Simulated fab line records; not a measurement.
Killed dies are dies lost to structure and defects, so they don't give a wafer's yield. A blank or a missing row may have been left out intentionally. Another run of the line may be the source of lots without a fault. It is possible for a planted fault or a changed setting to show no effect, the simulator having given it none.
fab line records	flow nand_harc
record: lots: 6	wafers: 18	last_day: 33
route steps=1302 shown A_CHANNEL_HOLE_D2@606 A_CHANNEL_FILL_D2@610 END@1302
lots that met no fault: taken from a fault-free run of the same line
start_h: hours from the record's first day to the start of the lot's first wafer shown	wait_h: how many hours have passed since the lot's step before this one	" identical to the entry in the row above	L1.1+2: a row that stands for several wafers	- either no value or no given start	* or withheld: withheld	< > ~ a bound
route shown NAME@n: NAME is a module with steps in the file, n the number in the route of the first one	usual: mean/standard deviation taken from wafers without a fault	same: alike in all rows	chamber/n: place in a boat	sites: the reading at each site	_std_site: the standard deviation of these	_edge_site: mean of outer sites minus mean of inner sites	radius_mm: how far each site lies from the wafer's centre	mask NAME#n: copy n	behind: the tool/chamber that last shaped the wafer	hold: why the lot went on hold/how many hours it stayed there/how the hold came to an end	device: the transistor (n, p or np) that didn't switch	end of line: the route-end tests of the same wafers	a step with no rows: only its recipe	killed: count of dies lost to structure and defects at first sort (not the wafer's yield)	map: the dies of a wafer, with x for killed, . for not killed, _ for no die there
set.NAME: the setting the step ran with; set.NAME@STEP: the setting that earlier step ran with	model.NAME: the simulator's own value behind a step, which no gauge read
certain route steps with their lots: each step a table, each wafer a row
services: the hour from which a tool's chamber was out of use, counted from the record's first day as start_h (under 0 if before that day), plus the number of hours and why
== steps ==
step: NHARC_A_CHANNEL_HOLE_D2_SRD_30
step: NHARC_A_CHANNEL_HOLE_D2_CD_MEAS_31
usual: cd_nm: 89.8/1.9
lot.wafer	tool	chamber	start_h	wait_h	cd_nm
L912.2	cd_sem-03	-	318.16	-	88.9
L912.4	"	-	"	"	89.2
L912.5	"	-	"	"	87.5
L914.1	cd_sem-03	-	336.88	0.1	89.1
L914.3	"	-	"	"	89.5
L914.6	"	-	"	"	88.4
L913.2	cd_sem-01	-	337.90	0.1	87.3
L913.3	"	-	"	"	88.1
L913.4	"	-	"	"	88.3
L928.1	cd_sem-03	-	476.26	-	85.9
L928.4	"	-	"	"	89.9
L928.6	"	-	"	"	88.9
L932.2	cd_sem-01	-	509.57	-	90.1
L932.3	"	-	"	"	87.9
L932.6	"	-	"	"	90.6
L933.1	cd_sem-02	-	534.72	-	89.6
L933.4	"	-	"	"	89.4
L933.5	"	-	"	"	88.8
step: NHARC_A_CHANNEL_HOLE_D2_XSEM_32
recipe: landing_energy_ev: 35000
usual: bot_cd_nm: 74.3/1.9	bow_nm: 8.58/0.27	tilt_deg: 0.07/0.032
same: landing_energy_ev: 35000
lot.wafer	tool	chamber	start_h	wait_h	bot_cd_nm	bow_nm	tilt_deg
L912.2	xsem-01	0	318.25	0.1	73.4	9.06	0.04
L912.4	"	0	"	"	74.1	8.89	0.04
L912.5	"	0	"	"	72.0	9.04	0.04
L914.1	xsem-02	0	336.97	0.1	74.4	8.61	0.06
L914.3	"	0	"	"	74.1	8.60	0.06
L914.6	"	0	"	"	72.8	8.57	0.06
L913.2	xsem-01	0	337.99	0.1	71.6	8.42	0.03
L913.3	"	0	"	"	72.4	8.37	0.02
L913.4	"	0	"	"	72.2	8.42	0.02
L928.1	xsem-01	0	476.35	0.1	70.6	8.34	0.11
L928.4	"	0	"	"	75.1	8.45	0.10
L928.6	"	0	"	"	74.9	8.43	0.10
L932.2	xsem-02	0	509.66	0.1	75.3	8.24	0.07
L932.3	"	0	"	"	73.5	8.37	0.07
L932.6	"	0	"	"	75.8	8.33	0.07
L933.1	xsem-02	0	534.81	0.1	73.4	8.60	0.11
L933.4	"	0	"	"	73.7	8.56	0.11
L933.5	"	0	"	"	73.7	8.55	0.11
step: NHARC_A_CHANNEL_HOLE_D2_INSPECT_40
usual: raw_defect_count: 334/100
lot.wafer	tool	chamber	start_h	wait_h	raw_defect_count
L912.2	defect_inspect-01	-	318.34	-	329
L912.4	"	-	"	"	292
L912.5	"	-	"	"	313
L914.1	defect_inspect-02	-	337.07	-	302
L914.3	"	-	"	"	296
L914.6	"	-	"	"	242
L913.2	defect_inspect-02	-	338.08	-	207
L913.3	"	-	"	"	262
L913.4	"	-	"	"	332
L928.1	defect_inspect-02	-	476.45	-	399
L928.4	"	-	"	"	362
L928.6	"	-	"	"	302
L932.2	defect_inspect-01	-	509.76	-	304
L932.3	"	-	"	"	284
L932.6	"	-	"	"	451
L933.1	defect_inspect-02	-	534.90	-	291
L933.4	"	-	"	"	399
L933.5	"	-	"	"	332
step: NHARC_A_CHANNEL_FILL_D2_PRECLEAN_00
recipe: time_s: *	temp_c: 50	bath_age_min: 0	chemistry: SC1
step: NHARC_A_CHANNEL_FILL_D2_SRD_01
step: NHARC_A_CHANNEL_FILL_D2_ALD_02
recipe: target_thk_a: 60	pulse_time_s: 10	ald_cycles: 60	temp_c: 300	material: SiO2
usual: heater_power_w: 453/41	precursor_pulse_height_rel: 1.000/0.019
lot.wafer	tool	chamber	start_h	wait_h	heater_power_w	precursor_pulse_height_rel	since_wet_clean_h
L912.2	ald_hk-02	1	318.68	-	485	0.983	136
L912.4	"	2	"	"	421	0.984	136
L912.5	"	0	"	"	504	0.983	-
L914.1	ald_hk-01	3	337.26	-	422	0.978	27
L914.3	"	0	"	"	446	1.001	27
L914.6	"	0	"	"	452	0.988	-
L913.2	ald_hk-04	2	338.28	-	466	1.001	73
L913.3	"	3	"	"	411	1.037	73
L913.4	"	1	"	"	419	0.999	73
L928.4	ald_hk-04	0	476.64	-	485	0.972	33
L928.1	"	3	"	"	398	0.982	34
L928.6	"	0	"	"	480	1.015	-
L932.2	ald_hk-02	3	510.09	-	494	1.019	149
L932.3	"	0	"	"	520	1.012	149
L932.6	"	2	"	"	439	1.014	-
L933.4	ald_hk-04	0	535.42	-	489	0.998	92
L933.1	"	2	"	"	484	0.996	92
L933.5	"	0	"	"	496	0.994	-
step: NHARC_A_CHANNEL_FILL_D2_ALD_03
recipe: target_thk_a: 60	pulse_time_s: 60	ald_cycles: 58	temp_c: 630	pressure_torr: 2	material: SiNx
step: NHARC_A_CHANNEL_FILL_D2_ALD_14
recipe: target_thk_a: 25	pulse_time_s: 10	ald_cycles: 25	temp_c: 300	material: SiO2
usual: heater_power_w: 455/42	precursor_pulse_height_rel: 1.001/0.021
lot.wafer	tool	chamber	start_h	wait_h	heater_power_w	precursor_pulse_height_rel	since_wet_clean_h
L912.4	ald_hk-04	1	325.58	0.1	427	0.996	60
L912.2	"	3	"	"	415	0.958	60
L912.5	"	1	"	"	414	1.006	-
L913.4	ald_hk-04	0	344.75	0.0	481	1.001	79
L913.3	"	1	"	"	418	1.007	79
L913.2	"	3	"	"	411	0.987	79
L914.1	ald_hk-04	2	345.05	0.3	480	0.956	80
L914.3	"	3	"	"	419	1.009	80
L914.6	"	0	"	"	475	0.994	-
L928.1	ald_hk-02	1	484.23	0.2	503	1.008	123
L928.4	"	2	"	"	427	1.027	123
L928.6	"	3	"	"	479	0.978	-
L932.3	ald_hk-01	1	516.98	0.0	388	0.999	25
L932.2	"	0	"	"	445	1.015	26
L932.6	"	1	"	"	393	1.021	-
L933.4	ald_hk-02	3	542.51	0.1	516	0.995	2
L933.1	"	0	"	"	492	0.985	2
L933.5	"	1	"	"	512	1.018	-
step: NHARC_A_CHANNEL_FILL_D2_ALD_15
recipe: target_thk_a: 20	pulse_time_s: 60	ald_cycles: 19	temp_c: 630	pressure_torr: 2	material: SiNx
step: NHARC_A_CHANNEL_FILL_D2_ALD_16
recipe: target_thk_a: 15	pulse_time_s: 10	ald_cycles: 15	temp_c: 300	material: SiO2
usual: heater_power_w: 444/38	precursor_pulse_height_rel: 1.002/0.019
lot.wafer	tool	chamber	start_h	wait_h	heater_power_w	precursor_pulse_height_rel	since_wet_clean_h
L912.2	ald_hk-01	1	330.71	0.0	379	1.001	20
L912.4	"	0	"	"	446	1.043	20
L912.5	"	2	"	"	414	0.971	-
L913.2	ald_hk-04	0	349.92	0.0	479	0.983	84
L913.4	"	1	"	"	414	0.984	85
L913.3	"	3	"	"	413	1.017	85
L914.3	ald_hk-04	2	350.11	0.2	471	1.000	85
L914.1	"	3	"	"	418	1.011	85
L914.6	"	2	"	"	475	1.015	-
L928.4	ald_hk-04	0	489.50	0.1	492	1.009	46
L928.1	"	1	"	"	440	1.026	46
L928.6	"	0	"	"	494	1.008	-
L932.3	ald_hk-01	1	522.16	0.1	398	1.000	31
L932.2	"	2	"	"	403	0.990	31
L932.6	"	0	"	"	447	0.986	-
L933.4	ald_hk-01	3	547.60	0.0	416	1.000	56
L933.1	"	2	"	"	408	0.980	56
L933.5	"	0	"	"	445	1.024	-
step: NHARC_A_CHANNEL_FILL_D2_ANNEAL_17
recipe: temp_c: 850	time_s: 1800
step: NHARC_A_CHANNEL_FILL_D2_CVD_18
recipe: target_thk_a: 30	temp_c: 550	material: poly-Si
usual: spike_tc_lower_C: 550.3/1.1	tube_center_temp_C: 550/0.046	zone_power_upper_pct: 7.5/0.86
lot.wafer	tool	chamber	start_h	wait_h	spike_tc_lower_C	tube_center_temp_C	zone_power_upper_pct
L912.2	lpcvd_poly-01	0	340.69	-	551.3	549.98	6.6
L912.4	"	0	"	"	550.8	549.89	6.5
L912.5	"	0	"	"	551.3	550.05	6.5
L912.2	lpcvd_poly-01	0	342.91	0.5	550.1	549.9	6.6
L912.4	"	0	"	"	551.4	549.95	6.6
L912.5	"	0	"	"	550.2	549.96	6.5
L913.2	lpcvd_poly-02	0	359.69	-	550.4	549.99	7.8
L913.3	"	0	"	"	549.9	550.02	7.6
L913.4	"	0	"	"	546.4	549.97	7.7
L913.2	lpcvd_poly-02	0	361.90	0.5	550.1	549.96	7.7
L913.3	"	0	"	"	550.2	550	7.8
L913.4	"	0	"	"	549.1	550.02	7.8
L914.1	lpcvd_poly-02	0	359.69	-	548.1	549.99	7.8
L914.3	"	0	"	"	551.1	549.96	7.8
L914.6	"	0	"	"	547.8	549.98	7.7
L928.1	lpcvd_poly-03	0	498.87	-	551.4	550.02	8.6
L928.4	"	0	"	"	549.8	550.02	8.7
L928.6	"	0	"	"	550.7	550	8.7
L932.2	lpcvd_poly-01	0	533.08	-	551.2	549.89	6.6
L932.3	"	0	"	"	550.8	550.01	6.4
L932.6	"	0	"	"	549.5	549.94	6.5
L933.1	lpcvd_poly-03	0	557.57	-	551.7	549.98	8.7
L933.4	"	0	"	"	552.8	550.02	8.7
L933.5	"	0	"	"	550.1	549.98	8.7
step: NHARC_A_CHANNEL_FILL_D2_ETCHBACK_19
recipe: target_depth_a: 50	time_s: 1.7	hbr_flow_sccm: 150	cl2_flow_sccm: 50	rf_w: 400	icp_w: 400	bias_w: 100	chemistry: HBr/Cl2
usual: chamber_pressure_mTorr: 15.001/0.013	drypump_motor_current_A: 5.5/0.47	he_backside_leak_sccm: 2.70/0.25	mfc_cl2_sccm: 50.01/0.15	oes_product_au: 1.003/0.014	throttle_valve_pct: 26.407/0.0097
lot.wafer	tool	chamber	start_h	wait_h	chamber_pressure_mTorr	drypump_motor_current_A	he_backside_leak_sccm	mfc_cl2_sccm	oes_product_au	rf_hours_counter_h	throttle_valve_pct
L912.4	rie_si-03	3	345.32	0.7	15.035	5.4	2.66	49.99	0.987	0.5	26.401
L912.2	"	1	"	"	14.984	5.3	2.43	49.82	1.007	0.5	26.390
L912.5	"	2	"	"	15.019	5.1	2.99	50.02	1.015	-	26.414
L914.1	rie_si-04	3	361.76	0.4	15.004	5.4	2.60	50.01	1.003	0.1	26.395
L914.3	"	1	"	"	15.013	5.1	2.79	50.19	1.014	0.1	26.403
L914.6	"	2	"	"	15.009	5.7	3.10	50.07	0.999	-	26.404
L913.4	rie_si-01	2	364.29	0.7	15.006	6.7	2.43	50.06	1.001	1.0	26.420
L913.3	"	0	"	"	15.010	5.7	3.00	49.85	1.002	1.1	26.403
L913.2	"	1	"	"	15.001	5.0	2.45	50.24	1.005	1.0	26.407
L928.4	rie_si-04	1	500.95	0.4	15.003	5.1	2.76	50.17	1.019	1.0	26.420
L928.1	"	3	"	"	14.990	5.4	2.73	50.04	0.999	0.9	26.403
L928.6	"	0	"	"	14.997	5.4	2.36	49.88	0.976	-	26.405
L932.3	rie_si-04	0	535.16	0.4	14.981	5.4	2.38	50.22	0.998	0.1	26.412
L932.2	"	3	"	"	15.010	5.4	2.59	49.88	1.005	0.1	26.402
L932.6	"	0	"	"	15.006	5.5	2.32	50.26	1.010	-	26.405
L933.4	rie_si-01	0	559.67	0.4	15.009	5.7	2.75	49.86	1.005	0	26.393
L933.1	"	1	"	"	14.996	5.0	2.34	49.88	0.983	0	26.422
L933.5	"	0	"	"	15.001	5.7	2.82	50.13	0.995	-	26.397
step: NHARC_END_SORT_01
recipe: temp_c: 25
usual: killed_at_array: 52/18	killed_at_other: 1.0/1.4	killed_at_periphery: 3.1/2.3	killed_dies: 56/17	killed_open: 3.0/1.7	killed_short: 2.5/1.7
same: gross_dies: 677
lot.wafer	tool	chamber	start_h	wait_h	killed_at_array	killed_at_other	killed_at_periphery	killed_dies	killed_open	killed_short
L912.2	prober-02	0	568.48	2.8	677	0	0	677	2	3
L912.4	prober-02	0	570.07	3.4	676	0	1	677	2	0
L912.5	prober-02	0	570.86	3.7	676	0	1	677	2	1
L913.2	prober-01	0	604.73	2.8	673	2	2	677	3	1
L913.3	prober-01	0	605.53	3.1	673	0	4	677	2	1
L913.4	prober-01	0	606.33	3.4	674	1	2	677	2	1
killed by level:class
L912.2 A_CHANNEL_FILL_D2:area_cvd=594 A_CHANNEL_HOLE_D1:chamber_film_flake=23 A_CHANNEL_HOLE_D2:chamber_film_flake=22 A_SLIT:chamber_film_flake=20 A_WL_FILL:chamber_film_flake=4 A_STAIRCASE:chamber_film_flake=3 A_CONTACT:unspecified=2 A_CONTACT:chamber_film_flake=2
L912.4 A_CHANNEL_FILL_D2:area_cvd=620 A_SLIT:chamber_film_flake=18 A_CHANNEL_HOLE_D1:chamber_film_flake=14 A_CHANNEL_HOLE_D2:chamber_film_flake=12 A_CHANNEL_FILL_D1:chamber_film_flake=4 A_STAIRCASE:chamber_film_flake=3 A_CHANNEL_HOLE_D2:geometric_particle:open=1 A_M0:geometric_particle:open=1
L912.5 A_CHANNEL_FILL_D2:area_cvd=614 A_SLIT:chamber_film_flake=19 A_CHANNEL_HOLE_D2:chamber_film_flake=16 A_CHANNEL_HOLE_D1:chamber_film_flake=11 A_WL_FILL:chamber_film_flake=6 A_STAIRCASE:chamber_film_flake=3 A_CONTACT:unspecified=2 A_CHANNEL_FILL_D1:geometric_particle:open=1
L913.2 A_CHANNEL_FILL_D2:area_cvd=641 A_CHANNEL_HOLE_D2:chamber_film_flake=10 A_STAIRCASE:chamber_film_flake=5 A_CONTACT:chamber_film_flake=5 A_ZERO_WELL:chamber_film_flake=4 A_CHANNEL_HOLE_D1:chamber_film_flake=2 THIN_TSV:chamber_film_flake=2 P_STI:geometric_particle:open=1
L913.3 A_CHANNEL_FILL_D2:area_cvd=645 A_CHANNEL_HOLE_D2:chamber_film_flake=12 A_STAIRCASE:chamber_film_flake=7 A_CHANNEL_FILL_D1:chamber_film_flake=2 A_CONTACT:chamber_film_flake=2 A_CHANNEL_HOLE_D2:geometric_particle:short=1 A_WL_FILL:geometric_particle:open=1 A_M1:geometric_particle:open=1
L913.4 A_CHANNEL_FILL_D2:area_cvd=649 A_CHANNEL_HOLE_D2:chamber_film_flake=8 A_CONTACT:chamber_film_flake=8 A_STAIRCASE:chamber_film_flake=3 A_CHANNEL_HOLE_D1:geometric_particle:open=1 A_CHANNEL_FILL_D1:geometric_particle:open=1 P_STI:chamber_film_flake=1 A_BLC:geometric_particle:short=1
map L912.2 (x killed, . not)
____________x____________
_________xxxxxxx_________
_______xxxxxxxxxxx_______
______xxxxxxxxxxxxx______
_____xxxxxxxxxxxxxxx_____
____xxxxxxxxxxxxxxxxx____
____xxxxxxxxxxxxxxxxx____
___xxxxxxxxxxxxxxxxxxx___
___xxxxxxxxxxxxxxxxxxx___
__xxxxxxxxxxxxxxxxxxxxx__
__xxxxxxxxxxxxxxxxxxxxx__
_xxxxxxxxxxxxxxxxxxxxxxx_
_xxxxxxxxxxxxxxxxxxxxxxx_
_xxxxxxxxxxxxxxxxxxxxxxx_
_xxxxxxxxxxxxxxxxxxxxxxx_
_xxxxxxxxxxxxxxxxxxxxxxx_
xxxxxxxxxxxxxxxxxxxxxxxxx
xxxxxxxxxxxxxxxxxxxxxxxxx
xxxxxxxxxxxxxxxxxxxxxxxxx
xxxxxxxxxxxxxxxxxxxxxxxxx
xxxxxxxxxxxxxxxxxxxxxxxxx
_xxxxxxxxxxxxxxxxxxxxxxx_
_xxxxxxxxxxxxxxxxxxxxxxx_
_xxxxxxxxxxxxxxxxxxxxxxx_
_xxxxxxxxxxxxxxxxxxxxxxx_
_xxxxxxxxxxxxxxxxxxxxxxx_
__xxxxxxxxxxxxxxxxxxxxx__
__xxxxxxxxxxxxxxxxxxxxx__
___xxxxxxxxxxxxxxxxxxx___
___xxxxxxxxxxxxxxxxxxx___
____xxxxxxxxxxxxxxxxx____
____xxxxxxxxxxxxxxxxx____
_____xxxxxxxxxxxxxxx_____
______xxxxxxxxxxxxx______
_______xxxxxxxxxxx_______
_________xxxxxxx_________
____________x____________
map L913.2 (x killed, . not)
____________x____________
_________xxxxxxx_________
_______xxxxxxxxxxx_______
______xxxxxxxxxxxxx______
_____xxxxxxxxxxxxxxx_____
____xxxxxxxxxxxxxxxxx____
____xxxxxxxxxxxxxxxxx____
___xxxxxxxxxxxxxxxxxxx___
___xxxxxxxxxxxxxxxxxxx___
__xxxxxxxxxxxxxxxxxxxxx__
__xxxxxxxxxxxxxxxxxxxxx__
_xxxxxxxxxxxxxxxxxxxxxxx_
_xxxxxxxxxxxxxxxxxxxxxxx_
_xxxxxxxxxxxxxxxxxxxxxxx_
_xxxxxxxxxxxxxxxxxxxxxxx_
_xxxxxxxxxxxxxxxxxxxxxxx_
xxxxxxxxxxxxxxxxxxxxxxxxx
xxxxxxxxxxxxxxxxxxxxxxxxx
xxxxxxxxxxxxxxxxxxxxxxxxx
xxxxxxxxxxxxxxxxxxxxxxxxx
xxxxxxxxxxxxxxxxxxxxxxxxx
_xxxxxxxxxxxxxxxxxxxxxxx_
_xxxxxxxxxxxxxxxxxxxxxxx_
_xxxxxxxxxxxxxxxxxxxxxxx_
_xxxxxxxxxxxxxxxxxxxxxxx_
_xxxxxxxxxxxxxxxxxxxxxxx_
__xxxxxxxxxxxxxxxxxxxxx__
__xxxxxxxxxxxxxxxxxxxxx__
___xxxxxxxxxxxxxxxxxxx___
___xxxxxxxxxxxxxxxxxxx___
____xxxxxxxxxxxxxxxxx____
____xxxxxxxxxxxxxxxxx____
_____xxxxxxxxxxxxxxx_____
______xxxxxxxxxxxxx______
_______xxxxxxxxxxx_______
_________xxxxxxx_________
____________x____________
== services ==
tool	chamber	start_h	hours	kind
ald_hk-01	-	300.83	10.0	pm
rie_si-03	3	301.55	3.8	repair
rie_si-04	3	304.78	3.5	repair
rie_si-01	-	314.30	0.4	repair
rie_si-01	1	315.39	3.3	repair
rie_si-01	1	336.68	1.3	repair
rie_si-04	-	342.00	9.0	pm
ald_hk-02	-	351.38	10.0	pm
rie_si-03	-	368.33	0.4	repair
rie_si-01	-	370.00	9.0	pm
xsem-01	-	374.00	14.0	pm
lpcvd_poly-03	-	386.46	26.0	pm
rie_si-03	-	390.82	0.3	repair
rie_si-03	1	392.24	18.7	repair
xsem-02	-	397.72	1.8	repair
rie_si-03	-	398.00	9.0	pm
rie_si-01	2	429.87	6.6	repair
rie_si-04	1	432.73	2.2	repair
ald_hk-04	-	433.47	10.0	pm
lpcvd_poly-01	-	445.69	15.4	repair
rie_si-04	-	519.00	9.0	pm
ald_hk-02	-	530.86	10.0	pm
rie_si-01	0	535.15	1.7	repair
rie_si-01	-	547.00	9.0	pm
== key ==
first_sign: step: NHARC_A_CHANNEL_FILL_D2_CVD_18	reading: visit	direction: added
effect: step: NHARC_END_SORT_01	reading: killed_dies	direction: up	sigmas: 36	usual: 56	struck: 677
more_kills_born_at: NHARC_A_CHANNEL_FILL_D2_CVD_18@lpcvd_poly-02: 1935	NHARC_A_CHANNEL_FILL_D2_CVD_18@lpcvd_poly-01: 1828
met_at NHARC_A_CHANNEL_FILL_D2_CVD_18
struck_wafers L912.2,L912.4,L912.5,L913.2,L913.3,L913.4
later_rows_left_out L912.2,L912.4,L912.5,L913.2,L913.3,L913.4
tester_left_out L912,L913
fault: kind: repeated_step_whole	tool: lpcvd_poly-01,lpcvd_poly-02,lpcvd_poly-03	chamber: -	onset_h: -	steps: NHARC_A_CHANNEL_FILL_D2_CVD_18	times: 1	scope: struck_lots_only
tester_left_out: of these lots the tester's yield and bins aren't shown, on N5 and GAA mostly nor the transistor test; their killed dies are dies lost to structure and defects alone, not to doping, threshold or leakage, so they don't give the yield
later_rows_left_out: the simulator's readings of these wafers behind a module that went badly wrong aren't trusted and aren't shown, but for the sort
